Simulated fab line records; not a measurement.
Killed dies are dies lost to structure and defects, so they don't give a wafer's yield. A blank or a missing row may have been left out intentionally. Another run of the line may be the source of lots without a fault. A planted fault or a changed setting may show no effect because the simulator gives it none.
One fault seen from 2 desks ; flow nand harc ; each desk holds nothing but its own numbers, with what lay behind them at the end

## FOR THE TOOL OWNER'S DESK: pecvd onon-02
The tool's own readings at NHARC_A_ONON_D2_DEP_12 (target thk 1000 nm): means of the sampled wafers that have a number, for each lot that ran on this tool. Marked OUT: a lot whose mean sits more than 4 standard deviations from the usual mean, which makes it out of limits; the brackets give that distance.
Columns: A = n2 flow sccm at NHARC_A_ONON_D2_DEP_12, usual 2751 sccm; B = n2o flow sccm at NHARC_A_ONON_D2_DEP_12, usual 2001 sccm
lot;first seen here;A;B
L973;day 13 12:57;2756;2002
L978;day 15 08:33;2752;2005
L976;day 15 08:58;2755;2001
L986;day 18 07:07;2750;2005
L988;day 19 12:24;2754;1998
L993;day 21 08:40;2751;2006
Finding of this desk: none of the 6 lots has anything out of limits.

## AT THE METROLOGY DESK
Means of the sampled wafers that have a number, per lot and without regard to the tool the lot ran on: this is what the gauges read. Marked OUT: a lot whose mean sits more than 4 standard deviations from the usual mean, which makes it out of limits; the brackets give that distance.
Columns: A = thk nm at NHARC_A_ONON_D2_THK_MEAS_14, usual 1001 nm
lot;first seen here;A
L973;day 13 13:24;1012
L974;day 13 13:32;1002
L978;day 15 09:04;1603 (+90) OUT
L976;day 15 09:25;1594 (+88) OUT
L983;day 17 06:23;994
L985;day 18 07:25;1006
L984;day 18 07:29;1002
L986;day 18 07:38;1003
L987;day 19 01:55;991
L988;day 19 12:55;1000
L991;day 20 23:49;998
L993;day 21 09:07;990
This desk's verdict: out of limits on L976, L978, starting with L978 at day 15 09:04 (thk nm at NHARC_A_ONON_D2_THK_MEAS_14). L973, L974, L983, L985, L984, L986, L987, L988, L991, L993 stayed within limits.

## BROUGHT TOGETHER
L976, L978 would have let the metrology desk raise an alarm at day 15 09:04.
The tool owner's desk saw nothing out of limits.
On record at the tool owner's desk: L976, L978, within its limits.
Every lot named ran NHARC_A_ONON_D2_DEP_12 on pecvd onon-02.

## WHAT THE SIMULATOR HAD PUT IN
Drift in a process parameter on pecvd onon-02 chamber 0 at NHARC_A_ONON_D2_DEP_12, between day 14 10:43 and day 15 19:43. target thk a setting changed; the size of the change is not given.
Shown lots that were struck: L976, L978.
Time in hours between the start of the fault and the first out-of-limits reading at each desk: metrology desk, 22.
